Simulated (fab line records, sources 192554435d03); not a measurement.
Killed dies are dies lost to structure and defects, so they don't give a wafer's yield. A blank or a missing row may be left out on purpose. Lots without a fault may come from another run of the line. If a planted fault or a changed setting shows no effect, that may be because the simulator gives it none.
fab line records + flow n5-finfet
record:
- lots: 3
- wafers: 8
- last-day: 17
route steps=1938 shown BEOL_M4@1099 BEOL_M5@1112 BEOL_M10@1509 PASSIVATION@1936
lots with no fault: from the same line, run without faults
start-h: hours from the record's first day to the start of the lot's first wafer shown + wait-h: how many hours have passed since the lot's step before this one + " identical to the entry in the row above + L1.1+2: several wafers, shown together as one row + - value missing, or start not given + * or withheld: withheld + < > ~ a bound
route shown NAME@n: a module of which the file shows steps, and the number in the route of the first + usual: average and standard deviation across the fault-free wafers + same: alike in all rows + chamber/n: place in a boat + sites: each site's reading + _std_site: the standard deviation of these + _edge_site: inner sites' mean taken away from outer sites' mean + radius-mm: for every site, how far away it sits from the centre of the wafer + mask NAME#n: copy n + behind: the tool/chamber that last shaped the wafer + hold: reason for holding the lot/hours on hold/outcome of the hold + device: whichever transistor did not switch (one of n, p or np) + end of line: tests run on the same wafers once the route is complete + where a step has no rows: the recipe by itself + killed: the dies lost at the first sort to structure and to defects; this is not the yield of the wafer + map: dies across one wafer; x = killed, . = not, _ = none there
set.NAME: the run value of the setting; set.NAME@STEP: its run value at that earlier step + model.NAME: the simulator's own value behind a step, which no gauge read
a table for each step, a row for each wafer; lots at some steps of the route
services: the hour from which a tool's chamber was out of use, counted from the record's first day as start-h (under 0 if before that day), plus the number of hours and why
== steps ==
step: N5_BEOL_M4_ANNEAL_95
recipe:
- temp-c: 400
- time-s: 240
- ambient: vacuum
step: N5_BEOL_M4_SPUTTER_96
recipe:
- material: Cu
- target-thk-a: 45
- temp-c: -20
- chamber-pressure-pa: 0.07
- power-w: withheld
- time-s: 8.29
step: N5_BEOL_M4_ECD_50
recipe:
- material: Cu
- target-thk-a: 3000
step: N5_BEOL_M4_ANNEAL_51
recipe:
- temp-c: 225
- time-s: 90
- ambient: N2
step: N5_BEOL_M4_CMP_52
recipe:
- stop-on: SiOC
- t-overpolish-s: 6.8
- down-force-psi: 1
- platen-rpm: 50
- clearing-platen-down-force-psi: 1.5
- clearing-platen-rpm: 50
- post-cmp-clean: cu-alkaline
- target-thk-nm: 40
- clearing-platen-pad-velocity-m-s: 0.99484
- pad-velocity-m-s: 0.99484
step: N5_BEOL_M4_PRE_CLEAN_60
recipe:
- gas: NH3/H2
- time-s: 15
- temp-c: *
- rf-power-w: 300
step: N5_BEOL_M4_CO_CAP_55
recipe:
- material: Co
- target-thk-a: 20
- temp-c: 200
- precursor: CCTBA/H2
- pressure-torr: 30
- time-s: 102.1
step: N5_BEOL_M4_PRE_CLEAN_56
recipe:
- gas: NH3
- time-s: 15
- temp-c: withheld
- rf-power-w: 300
step: N5_BEOL_M4_DEP_57
recipe:
- material: SiCN
- target-thk-a: 80
- temp-c: withheld
- precursor: 3MS/NH3
- pressure-torr: 3
- rf-w: 202
- time-s: 14
step: N5_BEOL_M4_RC_MEAS_101
usual:
- DIBL_N: 35.4/2.1
- DIBL_P: 34.8/2.6
- IOFF_N: 0.15/0.037
- IOFF_P: 0.19/0.037
- ION_N: 677/16
- ION_P: 462/9.3
- SS_N: 71.4/0.75
- SS_P: 72.9/0.77
- VT_N: 250/3.7
- VT_P: -251/3.5
| lot.wafer | tool      | chamber | start-h | wait-h | DIBL_N[mV/V] | DIBL_P[mV/V] | IOFF_N[nA/um] | IOFF_P[nA/um] | ION_N[uA/um] | ION_P[uA/um] | SS_N[mV/dec] | SS_P[mV/dec] | VT_N[mV] | VT_P[mV] |
|-----------|-----------|---------|---------|--------|--------------|--------------|---------------|---------------|--------------|--------------|--------------|--------------|----------|----------|
| L409.1    | prober-02 | 0       | 204.14  | 0.0    | 38.2         | 39.3         | 0.21          | 0.27          | 688          | 476          | 71.7         | 74.3         | 243      | -247     |
| L409.2    | "         | 0       | "       | "      | 31.5         | 31.1         | 0.10          | 0.14          | 655          | 455          | 70.4         | 71.9         | 253      | -256     |
| L409.5    | "         | 0       | "       | "      | 34.1         | 33.8         | 0.13          | 0.18          | 675          | 458          | 71.5         | 72.8         | 251      | -250     |
| L413.1    | prober-01 | 0       | 230.41  | 0.0    | 36.5         | 38.0         | 0.17          | 0.20          | 672          | 455          | 71.6         | 73.8         | 247      | -252     |
| L413.6    | "         | 0       | "       | "      | 33.4         | 34.1         | 0.12          | 0.16          | 664          | 454          | 71.1         | 72.7         | 252      | -254     |
| L424.1    | prober-01 | 0       | 302.88  | 0.0    | 36.3         | 34.1         | 0.13          | 0.14          | 659          | 445          | 71.5         | 73.1         | 256      | -257     |
| L424.2    | "         | 0       | "       | "      | 38.0         | 37.4         | 0.18          | 0.20          | 696          | 467          | 71.8         | 74.3         | 247      | -252     |
| L424.3    | "         | 0       | "       | "      | 38.2         | 38.1         | 0.19          | 0.21          | 704          | 475          | 71.7         | 75.0         | 247      | -253     |
step: N5_BEOL_M5_ILD_DEP_00
recipe:
- material: SiCOH_lowk
- target-thk-a: 1406.4
- temp-c: 300
- precursor: DEMS/porogen
- pressure-torr: 5
- rf-w: 500
- time-s: 25.9
step: N5_BEOL_M5_CURE_79
recipe:
- temp-c: 385
- time-s: 240
- ambient: He/Ar
- material: SiCOH_lowk
step: N5_BEOL_M5_PECVD_70
recipe:
- material: SiO2
- target-thk-a: 160
- temp-c: 400
- precursor: TEOS/O2
- pressure-torr: 5.5
- rf-w: 450
- teos-flow-sccm: 53.8
- gas: O2
- flow-sccm: 3000
- time-s: 18
step: N5_BEOL_M5_HM_DEP_02
recipe:
- material: TiN
- target-thk-a: 200
- temp-c: 25
- chamber-pressure-pa: 0.49996
step: N5_BEOL_M5_COAT_59
recipe:
- resist: SOC
- temp-c: 250
- time-s: 60
- spin-rpm: 1500
- resist-thk-nm: 60
step: N5_BEOL_M5_COAT_60
recipe:
- resist: SiARC
- temp-c: 220
- time-s: 60
- spin-rpm: 1500
- resist-thk-nm: 12
step: N5_BEOL_M5_COAT_71
recipe:
- resist: underlayer
- temp-c: 205
- time-s: 60
- spin-rpm: 1500
- resist-thk-nm: 5
step: N5_BEOL_M5_COAT_05
recipe:
- resist: CAR-EUV
- spin-rpm: 1500
- resist-thk-nm: 30
step: N5_BEOL_M5_EBR_07
recipe:
- solvent: PGMEA
- ebr-width-mm: 1.5
step: N5_BEOL_M5_SOFTBAKE_06
recipe:
- temp-c: 110
- time-s: 60
- resist: CAR-EUV
step: N5_BEOL_M5_EXPOSE_08
recipe:
- mask-id: M5
- na: 0.33
- source-shape: annular
- sigma-inner: 0.4
- sigma-outer: 0.8
- polarization: unpolarized
- target-cd-nm: 28
- dose-mj: 35.75
step: N5_BEOL_M5_PEB_09
recipe:
- peb-temp-c: 100
- peb-time-s: 60
- resist: CAR-EUV
step: N5_BEOL_M5_DEVELOP_10
recipe:
- develop-time-s: 30
- developer: TMAH
- resist: CAR-EUV
- rinse-liquid: surfactant-rinse
- dry: air-spin
- dev-temp-c: 23
step: N5_BEOL_M5_DESCUM_16
recipe:
- chemistry: O2
- time-s: 7
- source-power-w: 50
- bias-power-w: 20
- pressure-mtorr: 20
- rf-frequency-hz: 2.712e+07
- temp-c: 40
- resist: CAR-EUV
- o2-flow-sccm: 225
step: N5_BEOL_M5_ETCH_72
recipe:
- chemistry: N2/H2
- target: underlayer
- target-depth-a: 65
- mask-material: CAR-EUV
- time-s: 5.2
- ion-energy-ev: 200
- pressure-mtorr: 30
- source-w: 840
- bias-w: 150
- n2-flow-sccm: 200
- h2-flow-sccm: 200
- ends: cleared
step: N5_BEOL_M5_ETCH_61
recipe:
- chemistry: CF4
- target: SiARC
- target-depth-a: 156
- mask-material: CAR-EUV
- time-s: 26
- ion-energy-ev: 80
- pressure-mtorr: 40
- source-w: 545
- bias-w: 36
- Ar_flow_sccm: 100
- cf4-flow-sccm: 100
- ends: cleared
step: N5_BEOL_M5_ETCH_62
recipe:
- chemistry: N2/H2
- target: SOC
- target-depth-a: 750
- overetch-a: 150
- mask-material: SiARC
- temp-c: 40
- time-s: 112.5
- ion-energy-ev: 200
- pressure-mtorr: 30
- source-w: 840
- bias-w: 150
- n2-flow-sccm: 200
- h2-flow-sccm: 200
step: N5_BEOL_M5_STRIP_63
recipe:
- chemistry: N2/H2
- temp-c: 40
- n2-flow-sccm: 200
- h2-flow-sccm: 200
- rf-frequency-hz: 6e+07
step: N5_BEOL_M5_STRIP_73
recipe:
- chemistry: N2/H2
- temp-c: 40
- n2-flow-sccm: 200
- h2-flow-sccm: 200
- rf-frequency-hz: 6e+07
step: N5_BEOL_M5_STRIP_64
recipe:
- chemistry: CF4
- resist: SiARC
- power-w: 300
- bias-power-w: 75
- pressure-mtorr: 50
- cf4-flow-sccm: 150
- rf-frequency-hz: 6e+07
step: N5_BEOL_M5_HM_OPEN_17
recipe:
- chemistry: Cl2/BCl3
- target-depth-a: 200
- overetch-a: 60
- target: TiN
- mask-material: SOC
- ion-energy-ev: 150
- pressure-mtorr: 10
- icp-w: 1000
- bias-w: 126
- Cl2_flow_sccm: 53.25
- bcl3-flow-sccm: 21.75
- Ar_flow_sccm: 25
step: N5_BEOL_M5_STRIP_19
recipe:
- chemistry: O2
- power-w: 400
- temp-c: 40
- pressure-mtorr: 30
- rf-frequency-hz: 6e+07
- bias-power-w: 0
- overash-fraction: 0.2
- o2-flow-sccm: 225
step: N5_BEOL_M5_COAT_65
recipe:
- resist: SOC
- temp-c: 250
- time-s: 60
- spin-rpm: 1500
- resist-thk-nm: 60
step: N5_BEOL_M5_COAT_66
recipe:
- resist: SiARC
- temp-c: 220
- time-s: 60
- spin-rpm: 1500
- resist-thk-nm: 12
step: N5_BEOL_M10_VIA_ETCH_34
recipe:
- chemistry: C4F6/O2
- target: SiCOH_lowk
- target-depth-a: 1845
- mask-material: SOC
- taper-deg: 4
- time-s: 69.2
- ion-energy-ev: 250
- pressure-mtorr: 30
- source-w: 345
- bias-w: 185
- Ar_flow_sccm: 300
- C4F6_flow_sccm: 10
- O2_flow_sccm: 10
usual:
- drypump-motor-current-A: 5.7/0.34
- oes-product-au: 0.81/0.085
- rf-vpp-V: 665/11
- showerhead-plenum-p-Torr: 2.88/0.098
- throttle-valve-pct: 20.99/0.2
same:
- time-s: 69.2
| lot.wafer | tool        | chamber | start-h | wait-h | drypump-motor-current-A | oes-product-au | rf-hours-counter-h | rf-vpp-V | showerhead-plenum-p-Torr | throttle-valve-pct | model.etch.depth-nm | model.SOC_of_BEOL_M10_COAT_63.thk-nm |
|-----------|-------------|---------|---------|--------|-------------------------|----------------|--------------------|----------|--------------------------|--------------------|---------------------|--------------------------------------|
| L409.1    | rie-diel-05 | 2       | 259.55  | 0.0    | 5.9                     | 0.90           | 43                 | 664      | 2.78                     | 21.20              | 190.9               | 92                                   |
| L409.2    | "           | 1       | "       | "      | 5.8                     | 0.84           | 70                 | 662      | 2.92                     | 20.81              | 184.6               | 92                                   |
| L409.5    | "           | 2       | "       | "      | 5.9                     | 0.90           | -                  | 666      | 2.78                     | 21.20              | 191.8               | 91.8                                 |
| L413.1    | rie-diel-05 | 3       | 292.69  | 0.0    | 5.3                     | 0.88           | 48                 | 664      | 2.75                     | 21.09              | 193.6               | 91                                   |
| L413.6    | "           | 2       | "       | "      | 5.9                     | 0.65           | -                  | 665      | 2.77                     | 21.15              | 113.1               | 94.6                                 |
| L424.1    | rie-diel-03 | 1       | 353.79  | 0.0    | 5.4                     | 0.92           | 21                 | 680      | 3.03                     | 21.03              | 187.5               | 92.4                                 |
| L424.2    | "           | 2       | "       | "      | 5.7                     | 0.69           | 232                | 646      | 2.71                     | 21.01              | 182.6               | 92.2                                 |
| L424.3    | "           | 3       | "       | "      | 5.6                     | 0.77           | 128                | 651      | 2.88                     | 21.02              | 190.3               | 92.4                                 |
step: N5_PASSIVATION_PROBE_49
usual:
- defect-limited-yield: 90.5/1.7
- killed_at_M0_to_M3: 37/12
- killed_at_M4_up: 14/5.2
- killed-at-contacts: 12/5.9
- killed-at-front-end: 45/14
- killed-at-other: 3.5/2.8
- killed-dies: 112/21
- killed-on-rim: 15/4.5
- killed-open: 73/15
- killed-short: 36/8.9
- sort_bin_5_function: 5.6/1.2
- sort_bin_6_memory: 3.5/0.68
- sort-n-pass: 1068/21
- sort-yield-pct: 90.5/1.8
same:
- gross-dies: 1180
- killed-at-back-side: 0
- sort_bin_4_leakage[%]: 0
- sort_bin_8_speed[%]: 0
| lot.wafer | tool      | chamber | start-h | wait-h | defect-limited-yield[%] | killed_at_M0_to_M3 | killed_at_M4_up | killed-at-contacts | killed-at-front-end | killed-at-other | killed-dies | killed-on-rim | killed-open | killed-short | sort_bin_5_function[%] | sort_bin_6_memory[%] | sort-n-pass | sort-yield-pct[%] |
|-----------|-----------|---------|---------|--------|-------------------------|--------------------|-----------------|--------------------|---------------------|-----------------|-------------|---------------|-------------|--------------|------------------------|----------------------|-------------|-------------------|
| L409.1    | prober-02 | -       | 319.63  | 0.0    | 88.0                    | 50                 | 8               | 6                  | 76                  | 2               | 142         | 22            | 88          | 54           | 7.4                    | 3.9                  | 1038        | 88.0              |
| L409.2    | prober-02 | -       | 319.68  | 0.1    | 88.8                    | 37                 | 16              | 1                  | 76                  | 2               | 132         | 21            | 79          | 44           | 6.4                    | 4.1                  | 1048        | 88.8              |
| L409.5    | prober-02 | -       | 319.83  | 0.2    | 89.6                    | 44                 | 8               | 11                 | 59                  | 1               | 123         | 17            | 82          | 38           | 6.1                    | 3.6                  | 1057        | 89.6              |
| L413.1    | prober-01 | -       | 342.61  | 0.0    | 91.1                    | 26                 | 15              | 9                  | 53                  | 2               | 105         | 13            | 63          | 42           | 4.6                    | 3.6                  | 1075        | 91.1              |
| L413.6    | prober-01 | -       | 342.86  | 0.3    | 0                       | 35                 | 1098            | 11                 | 32                  | 4               | 1180        | 152           | 68          | 26           | 97.1                   | 2.8                  | 0           | 0                 |
| L424.1    | prober-01 | -       | 401.99  | 0.0    | 90.1                    | 37                 | 19              | 16                 | 43                  | 2               | 117         | 19            | 71          | 40           | 5.9                    | 3.7                  | 1063        | 90.1              |
| L424.2    | prober-01 | -       | 402.04  | 0.1    | 91.9                    | 30                 | 13              | 18                 | 34                  | 1               | 96          | 12            | 62          | 28           | 4.8                    | 3.1                  | 1084        | 91.9              |
| L424.3    | prober-01 | -       | 402.09  | 0.1    | 91.5                    | 23                 | 19              | 15                 | 41                  | 2               | 100         | 9             | 62          | 37           | 4.7                    | 3.6                  | 1080        | 91.5              |
killed by level:class
L409.1 FIN_SAQP:geometric-particle:open=22 STI_FIN_REVEAL:geometric-particle:open=21 BEOL_M0_SAQP:geometric-particle:open=18 BEOL_M0_SAQP:geometric-particle:short=18 FIN_SAQP:geometric-particle:short=11 GATE_CUT:geometric-particle:short=11 BEOL_M3:geometric-particle:open=5 GATE_CUT:geometric-particle:open=4
L409.2 STI_FIN_REVEAL:geometric-particle:open=26 BEOL_M0_SAQP:geometric-particle:open=17 FIN_SAQP:geometric-particle:short=12 BEOL_M0_SAQP:geometric-particle:short=12 FIN_SAQP:geometric-particle:open=10 BEOL_M4:geometric-particle:open=9 HKMG_FIN:area-etch=8 STI_FIN_REVEAL:geometric-particle:short=7
L409.5 STI_FIN_REVEAL:geometric-particle:open=22 BEOL_M0_SAQP:geometric-particle:short=17 BEOL_M0_SAQP:geometric-particle:open=13 FIN_SAQP:geometric-particle:open=12 FIN_SAQP:geometric-particle:short=11 MOL_CONTACT_COAG:geometric-particle:open=11 BEOL_M2:geometric-particle:open=8 STI_FIN_REVEAL:geometric-particle:short=4
L413.1 FIN_SAQP:geometric-particle:open=19 FIN_SAQP:geometric-particle:short=14 MOL_CONTACT_COAG:geometric-particle:open=6 BEOL_M1:geometric-particle:open=5 SPACER0:geometric-particle:short=4 BEOL_M0_SAQP:geometric-particle:short=4 BEOL_M7:geometric-particle:open=4 GATE_CUT:geometric-particle:short=3
L413.6 BEOL_M10:area-etch=1085 STI_FIN_REVEAL:geometric-particle:open=10 MOL_CONTACT_COAG:geometric-particle:open=8 BEOL_M0_SAQP:geometric-particle:short=8 BEOL_M2:geometric-particle:open=7 BEOL_M3:geometric-particle:open=7 BEOL_M4:geometric-particle:open=7 BEOL_M0_SAQP:geometric-particle:open=6
L424.1 MOL_CONTACT_COAG:geometric-particle:open=14 BEOL_M1:geometric-particle:open=8 GATE_CUT:geometric-particle:short=7 BEOL_M0:geometric-particle:open=7 FIN_SAQP:geometric-particle:short=5 STI_FIN_REVEAL:geometric-particle:open=5 BEOL_M2:geometric-particle:open=5 BEOL_M3:geometric-particle:open=5
L424.2 BEOL_M3:geometric-particle:open=11 MOL_CONTACT_COAG:geometric-particle:open=10 MOL_CONTACT_COAG:geometric-particle:short=7 STARTING-WAFER:geometric-particle:short=6 FIN_SAQP:geometric-particle:short=5 BEOL_M0_SAQP:geometric-particle:open=5 BEOL_M1:geometric-particle:open=5 BEOL_M5:geometric-particle:open=5
L424.3 STI_FIN_REVEAL:geometric-particle:open=10 MOL_CONTACT_COAG:geometric-particle:open=10 FIN_SAQP:geometric-particle:open=7 GATE_CUT:geometric-particle:short=7 BEOL_M0:geometric-particle:open=6 MOL_CONTACT_COAG:geometric-particle:short=5 DUMMY_GATE:geometric-particle:open=4 BEOL_M0_SAQP:geometric-particle:short=4
map L413.6 (x killed, . not)
_________________xxxxxxxxxxxx________________
______________xxxxxxxxxxxxxxxxxx_____________
___________xxxxxxxxxxxxxxxxxxxxxxxx__________
__________xxxxxxxxxxxxxxxxxxxxxxxxxx_________
________xxxxxxxxxxxxxxxxxxxxxxxxxxxxxx_______
_______xxxxxxxxxxxxxxxxxxxxxxxxxxxxxxxx______
______xxxxxxxxxxxxxxxxxxxxxxxxxxxxxxxxxx_____
_____xxxxxxxxxxxxxxxxxxxxxxxxxxxxxxxxxxxx____
____xxxxxxxxxxxxxxxxxxxxxxxxxxxxxxxxxxxxxx___
___xxxxxxxxxxxxxxxxxxxxxxxxxxxxxxxxxxxxxxxx__
___xxxxxxxxxxxxxxxxxxxxxxxxxxxxxxxxxxxxxxxx__
__xxxxxxxxxxxxxxxxxxxxxxxxxxxxxxxxxxxxxxxxxx_
__xxxxxxxxxxxxxxxxxxxxxxxxxxxxxxxxxxxxxxxxxx_
_xxxxxxxxxxxxxxxxxxxxxxxxxxxxxxxxxxxxxxxxxxxx
_xxxxxxxxxxxxxxxxxxxxxxxxxxxxxxxxxxxxxxxxxxxx
_xxxxxxxxxxxxxxxxxxxxxxxxxxxxxxxxxxxxxxxxxxxx
_xxxxxxxxxxxxxxxxxxxxxxxxxxxxxxxxxxxxxxxxxxxx
_xxxxxxxxxxxxxxxxxxxxxxxxxxxxxxxxxxxxxxxxxxxx
_xxxxxxxxxxxxxxxxxxxxxxxxxxxxxxxxxxxxxxxxxxxx
_xxxxxxxxxxxxxxxxxxxxxxxxxxxxxxxxxxxxxxxxxxxx
_xxxxxxxxxxxxxxxxxxxxxxxxxxxxxxxxxxxxxxxxxxxx
__xxxxxxxxxxxxxxxxxxxxxxxxxxxxxxxxxxxxxxxxxx_
__xxxxxxxxxxxxxxxxxxxxxxxxxxxxxxxxxxxxxxxxxx_
___xxxxxxxxxxxxxxxxxxxxxxxxxxxxxxxxxxxxxxxx__
___xxxxxxxxxxxxxxxxxxxxxxxxxxxxxxxxxxxxxxxx__
____xxxxxxxxxxxxxxxxxxxxxxxxxxxxxxxxxxxxxx___
_____xxxxxxxxxxxxxxxxxxxxxxxxxxxxxxxxxxxx____
______xxxxxxxxxxxxxxxxxxxxxxxxxxxxxxxxxx_____
_______xxxxxxxxxxxxxxxxxxxxxxxxxxxxxxxx______
________xxxxxxxxxxxxxxxxxxxxxxxxxxxxxx_______
__________xxxxxxxxxxxxxxxxxxxxxxxxxx_________
___________xxxxxxxxxxxxxxxxxxxxxxxx__________
______________xxxxxxxxxxxxxxxxxx_____________
_________________xxxxxxxxxxxx________________
map L409.1 (x killed, . not)
_________________....x....x..________________
______________x..x..x....x......_____________
___________......x.........x.......__________
__________x.xx.......x..........x..x_________
________.x.......x.............x...x.._______
_______x....xx...........x.............______
______...........x..xx......x.......x..._____
_____.....xx......................x....x.____
____....x...................xx...........x___
___.x..................x............x......__
___......x..........x......x...x...x......x__
__x............x...........x............x..._
__............x...x..x.....x...xx..........._
_................x.x......x..x...............
_.xx..x.x....................................
_..........xx...................x............
_....x...........x..xxx.....x......x......x..
_......................x.x.........x....x.x.x
_..x.x.........x.......x..x..x..x..x.x.......
_..........x..................x..............
_x...x......x.xx..x.........x...xx.x...x.....
__.x....................................x..._
__...x....x...............xx................_
___.......x...x.x.x...x...............x....__
___...............x.....x..........x.......__
____...............x........x.............___
_____..x....x.................x..........____
______............x........x.x.........._____
_______.............x..........x...x...______
________....x.....x.........x...x.x..._______
__________x..x..x......x............_________
___________....x...................__________
______________...x...........x.._____________
_________________....x..xx...________________
== services ==
| tool        | chamber | start-h | hours | kind                          |
|-------------|---------|---------|-------|-------------------------------|
| rie-diel-03 | -       | 253.52  | 0.4   | repair                        |
| rie-diel-05 | 0       | 265.47  | 8.7   | repair                        |
| rie-diel-03 | 1       | 276.68  | -     | clean                         |
| rie-diel-03 | 1       | 276.68  | -     | consumable-replace:focus-ring |
| rie-diel-03 | 1       | 276.68  | -     | consumable-replace:showerhead |
| rie-diel-03 | 1       | 276.68  | 18.7  | scheduled-down                |
| rie-diel-03 | 1       | 276.68  | 18.7  | vent-cycle                    |
| rie-diel-05 | 2       | 279.25  | 2.4   | repair                        |
| rie-diel-05 | 0       | 287.52  | 1.8   | repair                        |
| rie-diel-05 | 1       | 290.79  | 6.3   | repair                        |
| rie-diel-03 | 0       | 293.22  | 10.1  | repair                        |
| rie-diel-05 | 1       | 317.84  | 8.7   | repair                        |
| rie-diel-03 | 0       | 336.21  | 4.9   | repair                        |
| rie-diel-03 | 0       | 347.94  | -     | clean                         |
| rie-diel-03 | 0       | 347.94  | -     | consumable-replace:focus-ring |
| rie-diel-03 | 0       | 347.94  | 17.2  | scheduled-down                |
| rie-diel-03 | 0       | 347.94  | 17.2  | vent-cycle                    |
== key ==
first-sign:
- step: N5_PASSIVATION_PROBE_49
- reading: killed_at_M4_up
- direction: up
- sigmas: 99+
- usual: 14
- struck: 1098
effect:
- step: N5_PASSIVATION_PROBE_49
- reading: sort_bin_5_function
- direction: up
- sigmas: 76
- usual: 5.6
- struck: 97.1
model-effect:
- step: N5_BEOL_M10_VIA_ETCH_34
- value: etch.depth-nm
- without: 192.7
- struck: 113.1
more-kills-born-at:
- N5_BEOL_M10_VIA_ETCH_34@rie-diel-05: 1085
met-at N5_BEOL_M10_VIA_ETCH_34
struck-wafers L413.6
later-rows-left-out L413.6
onset-between 259.55 292.69
fault:
- kind: process-parameter-drift
- tool: rie-diel-05
- chamber: -
- onset-h: 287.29
- steps: N5_BEOL_M10_VIA_ETCH_34
- channel: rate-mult
- offset: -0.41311
- shape: step
- end-h: 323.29
- scope: struck-wafers-only
later-rows-left-out: the simulator's readings of these wafers behind a module that went badly wrong aren't trusted and aren't shown, but for the sort
